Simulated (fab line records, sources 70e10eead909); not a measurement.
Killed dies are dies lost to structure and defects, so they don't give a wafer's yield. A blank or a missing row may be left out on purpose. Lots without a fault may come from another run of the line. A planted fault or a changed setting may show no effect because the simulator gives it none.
fab line records | flow nand_harc | part 2 of 2: steps 22 to 33 of 33
record lots=5 wafers=15 last_day=21
route steps=1159 shown A_CHANNEL_FILL_D1@495 A_STAIRCASE@519
lots that met no fault: from a run of the same line without faults
start_h: hours from the record's first day to the start of the lot's first wafer shown | wait_h: hours since the lot's step before | " the same as in the row above | L1.1+2: a row that stands for several wafers | - no value, or no start given | * or withheld: withheld | < > ~ a bound
route shown NAME@n: a module of which the file shows steps, and the number in the route of the first | usual: mean/standard deviation of fault-free wafers | same: alike in all rows | chamber/n: place in a boat | sites: the reading at each site | _std_site: their standard deviation | _edge_site: outer sites' mean less inner sites' | radius_mm: how far each site lies from the wafer's centre | mask NAME#n: copy n | behind: the tool/chamber that last shaped the wafer | hold: why the lot was held/for how many hours/how that ended | device: the transistor (n, p or np) that didn't switch | end of line: the same wafers' tests at the end of the route | a step without rows: its recipe alone | killed: dies lost to structure and defects at the first sort, not the wafer's yield | map: a wafer's dies, x killed, . not, _ none there
set.NAME: the setting as run; set.NAME@STEP: as run at that earlier step | model.NAME: the simulator's own value behind a step, which no gauge read
lots at some steps of the route; a table a step, a row a wafer
services: from which hour (start_h, from the record's first day; less than 0 if before it) a tool's chamber was out of use, for how many hours, and why
## steps
# step NHARC_A_STAIRCASE_DEP_156
# recipe target_thk_a=500 temp_c=400 target_thk_nm=50 flow_sccm=200 rf_w=450 material=SiNx
# usual heater_power_w=685/78
# columns lot.wafer tool chamber start_h wait_h heater_power_w
L074.1 pecvd-02 2 237.89 0.2 708
L074.2 " 1 " " 632
L074.5 " 2 " " 690
L078.3 pecvd-03 0 250.03 0.1 831
L078.1 " 1 " " 808
L078.6 " 0 " " 828
L079.2 pecvd-03 2 250.17 0.2 696
L079.3 " 1 " " 803
L079.4 " 2 " " 712
L082.2 pecvd-01 0 283.50 0.1 652
L082.4 " 0 " " 684
L082.5 " 1 " " 620
L083.3 pecvd-02 0 288.76 0.1 501
L083.1 " 2 " " 711
L083.5 " 0 " " 493
# step NHARC_A_STAIRCASE_DEHYDRATE_158
# recipe temp_c=150 time_s=120
# columns lot.wafer tool chamber start_h wait_h
L074.1+2+5 litho_track-02 0 238.16 0.2
L078.1+3+6 litho_track-03 0 250.27 0.2
L079.2+3+4 litho_track-03 0 250.44 0.2
L082.2+4+5 litho_track-02 0 283.74 0.2
L083.1+3+5 litho_track-02 0 289.03 0.2
# step NHARC_A_STAIRCASE_HMDS_159
# recipe time_s=30
# columns lot.wafer tool chamber start_h wait_h
L074.1+2+5 litho_track-02 0 - -
L078.1+3+6 litho_track-03 0 - -
L079.2+3+4 litho_track-03 0 - -
L082.2+4+5 litho_track-02 0 - -
L083.1+3+5 litho_track-02 0 - -
# step NHARC_A_STAIRCASE_COAT_160
# recipe spin_rpm=1200
# columns lot.wafer tool chamber start_h wait_h
L074.1+2+5 litho_track-02 0 - -
L078.1+3+6 litho_track-03 0 - -
L079.2+3+4 litho_track-03 0 - -
L082.2+4+5 litho_track-02 0 - -
L083.1+3+5 litho_track-02 0 - -
# step NHARC_A_STAIRCASE_SOFTBAKE_161
# recipe temp_c=135 time_s=170
# columns lot.wafer tool chamber start_h wait_h
L074.1+2+5 litho_track-02 0 - -
L078.1+3+6 litho_track-03 0 - -
L079.2+3+4 litho_track-03 0 - -
L082.2+4+5 litho_track-02 0 - -
L083.1+3+5 litho_track-02 0 - -
# step NHARC_A_STAIRCASE_EBR_162
# columns lot.wafer tool chamber start_h wait_h
L074.1+2+5 litho_track-02 0 - -
L078.1+3+6 litho_track-03 0 - -
L079.2+3+4 litho_track-03 0 - -
L082.2+4+5 litho_track-02 0 - -
L083.1+3+5 litho_track-02 0 - -
# step NHARC_A_STAIRCASE_EXPOSE_163
# recipe na=0.5 dose_mj=20.01 mask_id=STAIR_OPEN
# columns lot.wafer tool chamber start_h wait_h mask
L074.1+2+5 krf_scanner-01 0 238.49 - STAIR_OPEN#0
L078.1+3+6 krf_scanner-03 0 250.60 - STAIR_OPEN#0
L079.2+3+4 krf_scanner-04 0 250.78 - STAIR_OPEN#0
L082.2+4+5 krf_scanner-03 0 284.08 - STAIR_OPEN#0
L083.1+3+5 krf_scanner-04 0 289.52 - STAIR_OPEN#0
# step NHARC_A_STAIRCASE_PEB_164
# recipe peb_temp_c=115 peb_time_s=130
# columns lot.wafer tool chamber start_h wait_h
L074.1+2+5 litho_track-03 0 238.56 0.1
L078.1+3+6 litho_track-03 0 250.67 0.1
L079.2+3+4 litho_track-05 0 250.84 0.1
L082.2+4+5 litho_track-02 0 284.14 0.1
L083.1+3+5 litho_track-03 0 289.58 0.1
# step NHARC_A_STAIRCASE_DEVELOP_165
# recipe time_s=140
# columns lot.wafer tool chamber start_h wait_h
L074.1+2+5 litho_track-03 0 - -
L078.1+3+6 litho_track-03 0 - -
L079.2+3+4 litho_track-05 0 - -
L082.2+4+5 litho_track-02 0 - -
L083.1+3+5 litho_track-03 0 - -
# step NHARC_A_STAIRCASE_HARDBAKE_167
# recipe temp_c=120 time_s=140
# columns lot.wafer tool chamber start_h wait_h
L074.1+2+5 litho_track-02 0 238.78 -
L078.1+3+6 litho_track-02 0 250.89 -
L079.2+3+4 litho_track-02 0 251.06 -
L082.2+4+5 litho_track-03 0 284.37 -
L083.1+3+5 litho_track-05 0 289.81 -
# step NHARC_A_STAIRCASE_DESCUM_168
# recipe time_s=3 o2_flow_sccm=200 ar_flow_sccm=0 bias_power_w=0 chemistry=O2
# usual drypump_motor_current_A=5.8/0.47 o2_flow_sccm=199.9/0.62 oes_product_au=0.998/0.016 rf_vpp_V=58.0/0.93 showerhead_plenum_p_Torr=1.95/0.09 throttle_valve_pct=11.311/0.01
# columns lot.wafer tool chamber start_h wait_h drypump_motor_current_A o2_flow_sccm oes_product_au rf_hours_counter_h rf_vpp_V showerhead_plenum_p_Torr throttle_valve_pct
L074.2 rie_diel-08 0 238.87 - 6.2 199.7 1.026 38 58.5 1.92 11.300
L074.1 " 3 " " 6.5 199.7 1.029 36 57.4 1.83 11.306
L074.5 " 0 " " 6.2 200.3 1.013 - 57.7 1.92 11.313
L078.1 rie_diel-08 3 250.99 - 6.5 199.9 1.021 42 57.2 1.83 11.313
L078.3 " 0 " " 6.2 199.8 1.019 44 56.7 1.92 11.299
L078.6 " 3 " " 6.5 200.0 1.025 - 56.4 1.83 11.312
L079.4 rie_diel-03 0 251.24 - 5.7 199.8 0.993 8 57.6 1.96 11.304
L079.2 " 1 " " 5.6 199.8 0.992 7 57.8 1.86 11.290
L079.3 " 2 " " 5.5 200.7 1.015 8 57.4 1.97 11.316
L082.2 rie_diel-01 2 284.46 - 6.3 199.4 0.968 47 58.1 2.03 11.309
L082.4 " 3 " " 5.1 199.8 0.994 41 57.3 2.00 11.318
L082.5 " 1 " " 5.2 199.9 0.990 - 58.6 2.06 11.313
L083.1 rie_diel-08 0 289.91 - 6.2 200.3 1.023 57 57.8 1.92 11.330
L083.3 " 1 " " 6.0 199.1 1.015 60 58.1 1.85 11.306
L083.5 " 0 " " 6.2 199.3 1.022 - 57.5 1.91 11.320
# step NHARC_A_STAIRCASE_ETCH_169
# recipe target_depth_a=500 time_s=107.1 ion_energy_ev=120 ch3f_flow_sccm=50 o2_flow_sccm=30 ar_flow_sccm=200 rf_w=500 bias_w=100 chemistry=CH3F/O2
# usual drypump_motor_current_A=5.8/0.46 o2_flow_sccm=29.99/0.095 oes_product_au=0.945/0.024 rf_vpp_V=244.9/1.7 showerhead_plenum_p_Torr=2.50/0.11 throttle_valve_pct=20.663/0.0097
# columns lot.wafer tool chamber start_h wait_h drypump_motor_current_A o2_flow_sccm oes_product_au rf_hours_counter_h rf_vpp_V showerhead_plenum_p_Torr throttle_valve_pct
L074.2 rie_diel-08 2 238.96 0.1 6.2 29.92 0.938 38 246.0 2.51 20.645
L074.1 " 3 " " 6.5 29.80 0.947 36 243.4 2.35 20.673
L074.5 " 2 " " 6.3 29.98 0.928 - 247.4 2.51 20.656
L079.2 rie_diel-03 0 251.39 0.1 5.7 30.08 0.940 8 245.5 2.52 20.663
L079.3 " 1 " " 5.6 30.03 0.952 7 243.9 2.40 20.669
L079.4 " 3 " " 5.6 30.04 0.931 9 244.3 2.44 20.655
L078.1 rie_diel-08 2 251.64 0.6 6.3 30.14 0.933 45 246.6 2.51 20.657
L078.3 " 3 " " 6.5 29.85 0.935 42 242.0 2.35 20.660
L078.6 " 3 " " 6.5 29.94 0.946 - 242.5 2.35 20.642
L082.2 rie_diel-01 1 284.55 0.1 5.2 29.90 0.960 46 245.7 2.64 20.657
L082.4 " 2 " " 6.3 30.12 0.932 47 246.0 2.60 20.661
L082.5 " 0 " " 5.8 30.02 0.977 - 240.6 2.27 20.668
L083.3 rie_diel-08 0 289.98 0.1 6.2 30.17 0.984 57 243.8 2.46 20.657
L083.1 " 1 " " 6.0 30.03 0.980 60 243.2 2.38 20.661
L083.5 " 1 " " 6.0 30.03 0.999 - 242.2 2.38 20.665
## services
# columns tool chamber start_h hours kind
wet_bench-02 - 180.00 8.0 pm
ald_hk-02 - 180.42 0.4 repair
ald_hk-04 - 186.77 10.0 pm
krf_scanner-03 - 194.44 0.3 repair
rie_diel-10 1 197.07 26.2 repair
ald_hk-02 - 201.58 7.8 repair
krf_scanner-01 - 202.15 1.7 repair
rie_diel-12 - 202.41 9.0 pm
cmp-04 - 203.31 4.0 pm
rie_si-02 3 204.97 4.6 repair
rie_si-02 - 211.00 9.0 pm
litho_track-03 - 213.00 7.0 pm
rie_diel-03 - 215.35 9.0 pm
rie_diel-01 3 215.88 9.7 repair
rie_diel-12 1 217.54 5.7 repair
rie_si-05 - 229.51 0.4 repair
litho_track-05 - 237.00 7.0 pm
rie_si-05 - 239.00 9.0 pm
ald_hk-04 - 257.75 0.8 repair
rie_diel-12 2 261.51 7.0 repair
rie_diel-01 0 264.34 4.4 repair
rie_diel-08 3 265.31 3.5 repair
krf_scanner-03 - 268.39 4.7 repair
rie_diel-12 2 280.96 16.1 repair
